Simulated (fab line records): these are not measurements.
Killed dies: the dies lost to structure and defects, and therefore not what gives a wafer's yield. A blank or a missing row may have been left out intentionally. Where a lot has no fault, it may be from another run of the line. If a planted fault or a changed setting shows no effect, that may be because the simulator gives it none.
Split-lot study    flow n5 finfet    21 wafers read across 7 lots, on a route 1938 steps long

ABOUT THE SPLIT
At N5_HKMG_FIN_ETCH_55 (etches SOC in N2/H2, target depth 240 nm, time 300 s), the setting time s was moved away from the recipe's 300 s on 6 of the 21 wafers read, by -22.5% to +21.8%. The other wafers ran this setting at the recipe's value.

Reading taken at the split's own step.

THE READING
SiARC_of_HKMG_FIN_COAT_42.thk nm (the simulator's own value, which no gauge read), in nm, at N5_HKMG_FIN_ETCH_55 (etches SOC in N2/H2, target depth 240 nm, time 300 s). No usual value for it is given in the file. Average 21.3 nm, standard deviation 0.24 nm, over the 15 wafers here run with the recipe.

wafer   tool, chamber at the split  time s as run, s  against the recipe  SiARC_of_HKMG_FIN_COAT_42.thk nm, nm  against lot-mates on the recipe
L074.1  rie diel-01, 2              300               recipe              21.6                                  -
L074.3  rie diel-01, 0              300               recipe              21                                    -
L074.5  rie diel-01, 1              300               recipe              21.2                                  -
L075.2  rie diel-03, 1              269.2             -10.3%              22.8                                  +1.7
L075.3  rie diel-03, 2              300               recipe              21.2                                  -
L075.5  rie diel-03, 2              300               recipe              21                                    -
L079.2  rie diel-04, 3              300               recipe              21                                    -
L079.3  rie diel-04, 2              232.5             -22.5%              24.4                                  +3.4
L079.4  rie diel-04, 1              232.5             -22.5%              24.4                                  +3.4
L080.1  rie diel-03, 2              300               recipe              21.2                                  -
L080.2  rie diel-03, 3              337.9             +12.6%              19.4                                  -1.8
L080.6  rie diel-03, 0              300               recipe              21.2                                  -
L083.1  rie diel-03, 1              300               recipe              21.4                                  -
L083.3  rie diel-03, 3              365.4             +21.8%              18                                    -3.4
L083.6  rie diel-03, 1              365.4             +21.8%              18.4                                  -3.0
L084.1  rie diel-03, 2              300               recipe              21.4                                  -
L084.2  rie diel-03, 0              300               recipe              21.6                                  -
L084.3  rie diel-03, 1              300               recipe              21.6                                  -
L096.1  rie diel-04, 2              300               recipe              21.4                                  -
L096.3  rie diel-04, 1              300               recipe              20.8                                  -
L096.4  rie diel-04, 3              300               recipe              21.2                                  -

FIT RESULTS
A straight line over all 21 wafers: SiARC_of_HKMG_FIN_COAT_42.thk nm changes by -0.141 nm for each +1% of time s; r = -0.99; the points scatter about the line by 0.22 nm.
The same after taking each lot's own level away (the mean of its wafers on the recipe; 21 wafers): -0.149 nm for each +1%; r = -0.99; scatter 0.17 nm.
On that fit, the largest move of time s shifts the reading by 3.4 nm.
Measured against the standard deviation above, the lots' own levels, which go from 21.00 to 21.53 nm, span 2.3 times it.
The two slopes agree, so the slope changes little with the lot-to-lot level.
Check: for one of the wafers moved furthest among these (-22.5%), held out of the fit, the line's prediction against its lot-mates is +3.37 nm. It came out at +3.4 nm against them.

THE OTHER SPLITS THESE WAFERS WENT THROUGH
Before the reading, these wafers also passed through other splits. Each is held against what the fit with the lots' levels taken away leaves over:
other split on the same wafers         wafers away from the commonest value  r with SiARC_of_HKMG_FIN_COAT_42.thk nm (lot level and that fit taken away)
N5_SD_EPI_N_DEVELOP_08 develop time s  9                                     -0.06
N5_SD_EPI_P_COAT_34 spin rpm           6                                     +0.15

THE WHOLE CHAIN: every reading that the file lists as answering this split, in the file's order
step                 what it does                                          reading                                                                            change (the file's fit)               r (the file's)
N5_HKMG_FIN_ETCH_55  etches SOC in N2/H2, target depth 240 nm, time 300 s  HKMG_FIN.feature depth nm (the simulator's own value, which no gauge read)         +2.53 nm for each +1% of the setting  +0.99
N5_HKMG_FIN_ETCH_55  etches SOC in N2/H2, target depth 240 nm, time 300 s  etch.depth nm (the simulator's own value, which no gauge read)                     +2.53 nm for each +1% of the setting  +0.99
N5_HKMG_FIN_ETCH_55  etches SOC in N2/H2, target depth 240 nm, time 300 s  SiARC_of_HKMG_FIN_COAT_42.thk nm (the simulator's own value, which no gauge read)  -0.15 nm for each +1% of the setting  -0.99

THE FILE'S OWN FIT
SiARC_of_HKMG_FIN_COAT_42.thk nm changes by -0.15 nm for each +1% of time s, r = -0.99.
